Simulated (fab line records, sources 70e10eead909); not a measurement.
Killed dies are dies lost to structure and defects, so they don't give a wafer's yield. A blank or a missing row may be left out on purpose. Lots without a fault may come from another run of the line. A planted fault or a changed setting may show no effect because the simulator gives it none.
fab line records | flow nand_harc
record lots=12 wafers=36 last_day=33
route steps=1302 shown A_SLIT@934 A_WL_FILL@965
lots that met no fault: from a run of the same line without faults
start_h: hours from the record's first day to the start of the lot's first wafer shown | wait_h: hours since the lot's step before | " the same as in the row above | L1.1+2: a row that stands for several wafers | - no value, or no start given | * or withheld: withheld | < > ~ a bound
route shown NAME@n: a module of which the file shows steps, and the number in the route of the first | usual: mean/standard deviation of fault-free wafers | same: alike in all rows | chamber/n: place in a boat | sites: the reading at each site | _std_site: their standard deviation | _edge_site: outer sites' mean less inner sites' | radius_mm: how far each site lies from the wafer's centre | mask NAME#n: copy n | behind: the tool/chamber that last shaped the wafer | hold: why the lot was held/for how many hours/how that ended | device: the transistor (n, p or np) that didn't switch | end of line: the same wafers' tests at the end of the route | a step without rows: its recipe alone | killed: dies lost to structure and defects at the first sort, not the wafer's yield | map: a wafer's dies, x killed, . not, _ none there
set.NAME: the setting as run; set.NAME@STEP: as run at that earlier step | model.NAME: the simulator's own value behind a step, which no gauge read
steps of the route over a sample of lots; a table a step, a row a wafer
services: from which hour (start_h, from the record's first day; less than 0 if before it) a tool's chamber was out of use, for how many hours, and why
## steps
# step NHARC_A_SLIT_OVL_MEAS_10
# usual overlay_x_nm=-0.1/0.81 overlay_y_nm=0.1/0.88
# columns lot.wafer tool chamber start_h wait_h overlay_x_nm overlay_y_nm
L550.2 overlay-01 - 466.27 - -1.3 1.3
L550.3 " - " " -1.5 0.5
L550.4 " - " " -1.3 0.9
L551.3 overlay-02 - 484.41 - -1.1 -0.2
L551.4 " - " " -1.2 0.2
L551.5 " - " " -0.9 -0.1
L552.2 overlay-01 - 495.83 - 1.0 0.9
L552.3 " - " " 1.2 0.1
L552.6 " - " " 1.0 0.5
L553.1 overlay-02 - 512.01 - 1.4 -1.8
L553.2 " - " " 1.5 -1.4
L553.6 " - " " 1.4 -1.7
L555.1 overlay-01 - 521.69 - -0.1 -0.9
L555.4 " - " " 0.0 -1.6
L555.6 " - " " -0.6 -1.9
L554.1 overlay-01 - 521.84 - 0.7 0.2
L554.4 " - " " 0.4 0.5
L554.5 " - " " 0.8 0.1
L556.2 overlay-02 - 533.31 - 0.7 0.9
L556.5 " - " " -0.1 0.7
L556.6 " - " " 0.2 1.3
L558.3 overlay-02 - 546.10 - 1.1 0.9
L558.4 " - " " 1.5 0.9
L558.5 " - " " 1.2 0.7
L563.4 overlay-01 - 601.30 - -1.2 1.1
L563.5 " - " " -0.8 1.3
L563.6 " - " " -0.8 0.9
L569.3 overlay-01 - 666.90 - -1.7 0.0
L569.5 " - " " -1.0 -0.1
L569.6 " - " " -1.3 0.2
L568.2 overlay-02 - 667.56 - -1.1 0.6
L568.3 " - " " -0.7 0.5
L568.5 " - " " -0.7 0.7
L571.3 overlay-01 - 685.41 - -0.9 1.2
L571.5 " - " " -0.7 1.2
L571.6 " - " " 0.0 2.2
# step NHARC_A_SLIT_INSPECT_11
# usual raw_defect_count=53/28
# columns lot.wafer tool chamber start_h wait_h raw_defect_count
L550.2 defect_inspect-01 - 466.30 0.0 70
L550.3 " - " " 80
L550.4 " - " " 74
L551.3 defect_inspect-01 - 484.45 0.0 61
L551.4 " - " " 51
L551.5 " - " " 61
L552.2 defect_inspect-02 - 495.87 0.0 16
L552.3 " - " " 25
L552.6 " - " " 17
L553.1 defect_inspect-01 - 512.04 0.0 57
L553.2 " - " " 68
L553.6 " - " " 84
L555.1 defect_inspect-02 - 521.72 0.0 27
L555.4 " - " " 17
L555.6 " - " " 24
L554.1 defect_inspect-02 - 521.88 0.0 129
L554.4 " - " " 126
L554.5 " - " " 111
L556.2 defect_inspect-01 - 533.35 0.0 76
L556.5 " - " " 85
L556.6 " - " " 76
L558.3 defect_inspect-02 - 546.14 0.0 98
L558.4 " - " " 105
L558.5 " - " " 90
L563.4 defect_inspect-02 - 601.34 0.0 102
L563.5 " - " " 76
L563.6 " - " " 83
L569.3 defect_inspect-01 - 666.93 0.0 9
L569.5 " - " " 9
L569.6 " - " " 6
L568.2 defect_inspect-02 - 667.60 0.0 11
L568.3 " - " " 12
L568.5 " - " " 17
L571.3 defect_inspect-02 - 685.44 0.0 38
L571.5 " - " " 30
L571.6 " - " " 41
# step NHARC_A_SLIT_ETCH_29
# recipe target_depth_a=1000 overetch_a=100 time_s=55 ion_energy_ev=100 cf4_flow_sccm=80 o2_flow_sccm=20 ar_flow_sccm=0 rf_w=300 bias_w=100 chemistry=CF4/O2
# usual cf4_flow_sccm=79.98/0.26 drypump_motor_current_A=5.7/0.4 oes_product_au=0.997/0.0081 rf_vpp_V=197.5/1.6 showerhead_plenum_p_Torr=1.32/0.071 throttle_valve_pct=13.397/0.0087
# columns lot.wafer tool chamber start_h wait_h cf4_flow_sccm drypump_motor_current_A oes_product_au rf_hours_counter_h rf_vpp_V showerhead_plenum_p_Torr throttle_valve_pct
L550.2 rie_diel-05 1 472.14 0.1 80.14 5.4 0.996 2.7 198.1 1.35 13.396
L550.3 " 3 " " 80.09 6.0 0.984 3.7 197.5 1.24 13.404
L550.4 " 0 " " 80.03 5.1 0.982 3.5 197.8 1.41 13.403
L551.4 rie_diel-03 2 490.35 0.1 80.26 5.6 1.003 0.5 197.6 1.26 13.410
L551.3 " 3 " " 79.47 5.3 1.001 0.5 196.9 1.30 13.399
L551.5 " 3 " " 79.49 5.3 0.996 - 198.4 1.30 13.406
L552.2 rie_diel-03 2 501.97 0.1 80.20 5.6 1.005 0.7 196.5 1.26 13.403
L552.3 " 3 " " 80.16 5.3 0.993 0.7 196.2 1.30 13.394
L552.6 " 0 " " 80.14 6.3 0.993 - 196.1 1.26 13.382
L553.2 rie_diel-05 3 521.22 0.1 80.17 5.9 0.989 5.5 196.6 1.24 13.397
L553.1 " 0 " " 79.77 5.1 0.997 6.9 200.8 1.41 13.410
L553.6 " 0 " " 79.74 5.1 0.985 - 199.2 1.41 13.379
L555.4 rie_diel-06 1 527.59 0.1 79.99 5.8 1.003 2.6 199.3 1.43 13.377
L555.1 " 2 " " 79.60 5.1 1.005 2.3 195.3 1.25 13.408
L555.6 " 0 " " 80.21 5.5 1.000 - 195.3 1.25 13.396
L554.4 rie_diel-05 2 527.70 0.1 79.76 5.8 0.995 7.5 199.8 1.41 13.398
L554.1 " 0 " " 79.81 5.1 0.967 7.5 199.2 1.41 13.392
L554.5 " 3 " " 79.92 6.0 0.982 - 195.3 1.24 13.394
L556.2 rie_diel-06 3 539.76 0.1 80.21 6.0 1.003 3.3 198.6 1.36 13.400
L556.6 " 2 " " 79.65 5.1 1.009 - 197.0 1.25 13.404
L556.5 " 3 " " 80.08 6.0 0.988 - 198.8 1.36 13.397
L558.3 rie_diel-03 1 551.96 0.1 79.94 6.5 0.982 3.8 196.8 1.28 13.402
L558.4 " 3 " " 80.37 5.3 0.996 3.3 198.1 1.30 13.389
L558.5 " 0 " " 79.83 6.3 0.995 - 195.7 1.26 13.404
L563.6 rie_diel-06 3 610.79 0.1 80.16 6.0 0.984 - 198.1 1.36 13.392
L563.5 " 1 " " 80.02 5.8 1.003 - 199.4 1.42 13.400
L563.4 " 2 " " 80.11 5.1 1.005 - 196.3 1.25 13.393
L569.3 rie_diel-06 2 673.06 0.1 80.09 5.1 1.006 0.0 196.5 1.25 13.408
L569.5 " 1 " " 79.80 5.7 0.998 - 199.5 1.42 13.392
L569.6 " 2 " " 79.70 5.1 1.001 - 195.7 1.25 13.390
L568.3 rie_diel-03 0 675.73 0.1 80.28 6.3 1.001 1.4 195.6 1.25 13.394
L568.2 " 1 " " 80.11 6.4 1.009 1.5 195.8 1.28 13.385
L568.5 " 3 " " 79.82 5.3 0.998 - 197.9 1.30 13.403
L571.3 rie_diel-05 1 691.56 0.1 80.33 5.4 0.999 4.9 197.6 1.34 13.403
L571.6 " 0 " " 79.81 5.1 0.994 - 200.6 1.41 13.399
L571.5 " 1 " " 80.17 5.4 0.994 - 198.4 1.34 13.404
# step NHARC_A_WL_FILL_ALD_10
# recipe target_thk_a=500 pulse_time_s=10 ald_cycles=500 temp_c=300 material=SiO2
# usual ald_cycles=500/0 heater_power_w=463/46 precursor_pulse_height_rel=0.999/0.02
# columns lot.wafer tool chamber start_h wait_h ald_cycles heater_power_w precursor_pulse_height_rel
L550.3 ald_hk-04 2 486.47 0.1 500 496 1.012
L550.4 " 3 " " 500 425 0.996
L550.2 " 0 " " 500 534 0.998
L552.3 ald_hk-04 0 515.46 0.6 500 524 0.988
L552.2 " 2 516.49 1.6 500 480 1.005
L552.6 " 0 517.53 2.6 500 526 0.993
L551.3 ald_hk-03 3 515.99 1.1 500 467 1.007
L551.4 " 0 " " 500 478 1.026
L551.5 " 2 517.57 2.7 500 495 1.017
L553.1 ald_hk-01 0 535.64 0.1 500 421 1.002
L553.2 " 1 " " 500 463 0.978
L553.6 " 0 537.69 2.1 500 412 0.991
L554.1 ald_hk-03 2 541.44 0.1 500 482 1.011
L554.4 " 1 542.97 1.6 500 462 1.005
L554.5 " 3 543.99 2.6 500 474 0.990
L555.4 ald_hk-04 3 541.44 0.1 500 403 0.995
L555.1 " 2 543.01 1.6 500 495 0.984
L555.6 " 0 544.05 2.7 500 526 1.014
L556.2 ald_hk-03 1 555.71 1.6 500 461 0.985
L556.6 " 2 " " 500 480 0.973
L556.5 " 3 " " 500 467 0.995
L558.4 ald_hk-01 1 566.44 0.1 500 462 1.009
L558.3 " 2 567.47 1.1 500 465 0.983
L558.5 " 2 571.57 5.2 500 463 1.010
L563.4 ald_hk-03 3 630.51 1.6 526 453 0.986
L563.6 " 0 " " 500 470 1.012
L563.5 " 1 " " 500 454 0.990
L569.3 ald_hk-04 0 687.82 0.6 500 534 0.995
L569.6 " 3 689.38 2.1 500 413 0.988
L569.5 " 0 " " 500 554 0.996
L568.3 ald_hk-01 1 692.62 0.6 500 446 0.994
L568.2 " 2 " " 500 473 0.978
L568.5 " 1 694.70 2.7 500 454 0.959
L571.3 ald_hk-01 1 710.81 1.3 500 459 1.011
L571.5 " 3 711.85 2.3 500 572 0.994
L571.6 " 0 " " 500 414 1.002
## services
# columns tool chamber start_h hours kind
rie_diel-06 - 451.63 1.1 repair
rie_diel-03 - 458.35 9.0 pm
rie_diel-03 0 458.35 9.0 vent_cycle
rie_diel-06 - 484.26 9.0 pm
rie_diel-05 3 491.89 8.0 repair
ald_hk-01 - 497.64 0.3 repair
ald_hk-03 - 499.69 0.7 repair
rie_diel-03 3 505.65 8.8 repair
rie_diel-05 1 547.94 10.0 repair
rie_diel-03 3 556.88 8.2 repair
rie_diel-06 0 561.75 9.6 repair
rie_diel-05 - 583.60 9.0 pm
ald_hk-03 - 595.53 2.6 repair
rie_diel-06 0 607.72 5.1 repair
ald_hk-04 - 611.06 10.0 pm
rie_diel-03 - 635.35 9.0 pm
rie_diel-06 - 638.59 0.4 repair
rie_diel-03 0 649.67 2.8 repair
ald_hk-01 - 653.96 10.0 pm
rie_diel-03 - 653.99 1.5 repair
rie_diel-06 - 661.26 9.0 pm
rie_diel-03 2 665.88 5.1 repair
rie_diel-03 3 681.30 5.8 repair
rie_diel-03 1 711.71 5.2 repair
## key
first_sign step=NHARC_A_WL_FILL_ALD_10 reading=ald_cycles direction=up sigmas=99+ usual=500 struck=526
effect none on later readings
met_at NHARC_A_WL_FILL_ALD_10
struck_lots L563
struck_wafers L563.4
tester_left_out L563
not_acting_at NHARC_A_SLIT_OVL_MEAS_10,NHARC_A_SLIT_INSPECT_11,NHARC_A_SLIT_ETCH_29
fault kind=process_parameter_drift tool=ald_hk-03 chamber=3 onset_h=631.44 steps=NHARC_A_WL_FILL_ALD_10 channel=ald_cycles offset=26 shape=step end_h=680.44 acts_in=these_recipes_only stated=500
# tester_left_out: of these lots the tester's yield and bins aren't shown, on N5 and GAA mostly nor the transistor test; their killed dies are dies lost to structure and defects alone, not to doping, threshold or leakage, so they don't give the yield
